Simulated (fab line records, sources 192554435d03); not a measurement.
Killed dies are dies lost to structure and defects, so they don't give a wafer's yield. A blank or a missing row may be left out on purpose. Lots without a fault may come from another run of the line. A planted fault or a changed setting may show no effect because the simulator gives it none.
Which tool did it? | flow n5_finfet | 12 lots, 36 wafers sampled, at 3 steps of a route of 1938

WHAT THE GAUGES READ, wafer by wafer
N5_BEOL_M10_INSPECT_30: inspects for defects (brightfield).
lot  | measured     | on                | raw_defect_count
L074 | day 11 19:24 | defect_inspect-01 | 440 448 523
L077 | day 11 22:34 | defect_inspect-01 | 297 295 417
L080 | day 12 21:52 | defect_inspect-01 | 425 381 460
L081 | day 12 22:18 | defect_inspect-01 | 336 435 341
L083 | day 14 04:44 | defect_inspect-01 | 379 289 322
L087 | day 14 15:23 | defect_inspect-01 | 319 397 353
L086 | day 14 18:35 | defect_inspect-02 | 656 516 599
L089 | day 16 00:40 | defect_inspect-01 | 428 422 366
L088 | day 16 00:50 | defect_inspect-01 | 582 303 355
L094 | day 16 11:56 | defect_inspect-02 | 305 467 296
L095 | day 16 22:51 | defect_inspect-01 | 433 340 450
L096 | day 17 09:04 | defect_inspect-02 | 492 406 402

WHICH TOOL RAN EACH LOT (tool, then ch and the chambers of the sampled wafers, then the start)
lot  | N5_BEOL_M9_ALD_74                   | N5_BEOL_M10_HM_OPEN_17
L074 | ald_metal-02 ch 0,1,2, day 11 11:48 | rie_metal-02 ch 0,1, day 11 16:13
L077 | ald_metal-03 ch 1,2,3, day 11 16:01 | rie_metal-03 ch 0,1, day 11 21:13
L080 | ald_metal-04 ch 1,2,3, day 12 15:33 | rie_metal-03 ch 0,1, day 12 20:53
L081 | ald_metal-04 ch 1,2,3, day 12 16:17 | rie_metal-03 ch 0,1, day 12 21:23
L083 | ald_metal-04 ch 1,2,3, day 13 18:31 | rie_metal-01 ch 0,1, day 14 00:29
L087 | ald_metal-02 ch 0,2,3, day 14 09:54 | rie_metal-03 ch 0,1, day 14 14:40
L086 | ald_metal-02 ch 0,1,2, day 14 10:10 | rie_metal-03 ch 0,1, day 14 15:34
L089 | ald_metal-02 ch 0,3, day 15 15:55   | rie_metal-01 ch 1, day 15 21:05
L088 | ald_metal-02 ch 1,2,3, day 15 17:34 | rie_metal-02 ch 0,1, day 15 22:26
L094 | ald_metal-04 ch 0,1,3, day 16 07:01 | rie_metal-02 ch 0,1, day 16 11:11
L095 | ald_metal-03 ch 1,2,3, day 16 15:25 | rie_metal-02 ch 0,1, day 16 20:35
L096 | ald_metal-02 ch 0,1,2, day 17 00:17 | rie_metal-01 ch 0,1, day 17 05:20
- N5_BEOL_M9_ALD_74: deposits TaN, target thk 2 nm, pulse time 2 s, purge time 3 s.
- N5_BEOL_M10_HM_OPEN_17: chemistry Cl2/BCl3, target TiN, target depth 20 nm, overetch 6 nm.

THE ANSWER, worked out from the rows above alone
Rule: what is usual is taken from the lots themselves. Put in order of their means at a reading, lots are off if they are a third of the lots or fewer, leave a main group of 4 or more, and stand apart from it by a gap of 3 or more times the standard deviation of the main group's means; of several such gaps the widest counts. A main group whose means are all the same, to the digits that the tables above print for the reading, isn't used. A lot without any number at a reading at which 4 lots or more have one is off too. The other lots that the step has rows for count as sound.
No lot is off at any reading shown: from this, nothing can be told.

WHAT THE SIMULATOR HAD PUT IN
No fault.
